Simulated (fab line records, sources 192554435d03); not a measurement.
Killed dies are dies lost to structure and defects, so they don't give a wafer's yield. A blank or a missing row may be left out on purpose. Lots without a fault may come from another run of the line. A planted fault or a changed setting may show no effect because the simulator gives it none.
Chamber matching | flow n5_finfet | N5_SPACER0_ALD_07 on ald_sin-02: 4 sister chambers
The step deposits SiNx, target thk 2 nm. 20 wafers are shown with their chamber, then 10 later ones without.

WAFERS WITH THEIR CHAMBER
wafer  | chamber | heater_power_w (W)
L078.1 | 0       | 804
L078.3 | 2       | 760
L078.5 | 2       | 779
L080.3 | 3       | 820
L080.5 | 2       | 759
L080.6 | 3       | 822
L084.1 | 1       | 832
L084.2 | 2       | 775
L084.4 | 0       | 794
L085.2 | 0       | 803
L085.3 | 2       | 758
L085.6 | 2       | 765
L086.1 | 3       | 805
L086.4 | 1       | 847
L086.6 | 1       | 809
L089.2 | 2       | 756
L089.4 | 3       | 827
L089.5 | 3       | 838
L090.1 | 2       | 757
L090.4 | 0       | 783

SIGNATURES (means of the wafers above)
reading        | chamber 0 | chamber 1 | chamber 2 | chamber 3 | scatter within a chamber
heater_power_w | 796.00    | 829.33    | 763.62    | 822.40    | 11.5
Rule: a wafer's distance from a chamber is the root of the sum, over the readings, of the square of ((its reading less the chamber's mean) divided by the reading's scatter). The wafer belongs to the nearest chamber; if the next one is less than 2 further off, it can't be placed. The scatter: the root of (the sum of the squares of (reading less its chamber's mean) over the shown wafers, divided by (wafers less chambers)).

WAFERS WITHOUT THEIR CHAMBER
wafer  | heater_power_w (W)
L090.5 | 788
L091.1 | 832
L091.4 | 840
L091.6 | 842
L093.1 | 848
L093.3 | 838
L093.5 | 750
L095.1 | 710
L095.2 | 838
L095.4 | 781

WHICH CHAMBER EACH WENT THROUGH
wafer  | from the rows above     | in truth
L090.5 | can't be placed: 0 or 2 | 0
L091.1 | can't be placed: 1 or 3 | 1
L091.4 | can't be placed: 1 or 3 | 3
L091.6 | can't be placed: 1 or 3 | 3
L093.1 | can't be placed: 1 or 3 | 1
L093.3 | can't be placed: 1 or 3 | 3
L093.5 | 2                       | 2
L095.1 | 2                       | 2
L095.2 | can't be placed: 1 or 3 | 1
L095.4 | can't be placed: 0 or 2 | 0
Placed correctly: 2 of 10. Can't be placed from these rows: 8 (the true chamber is among the candidates in 8). Placed wrongly: 0.
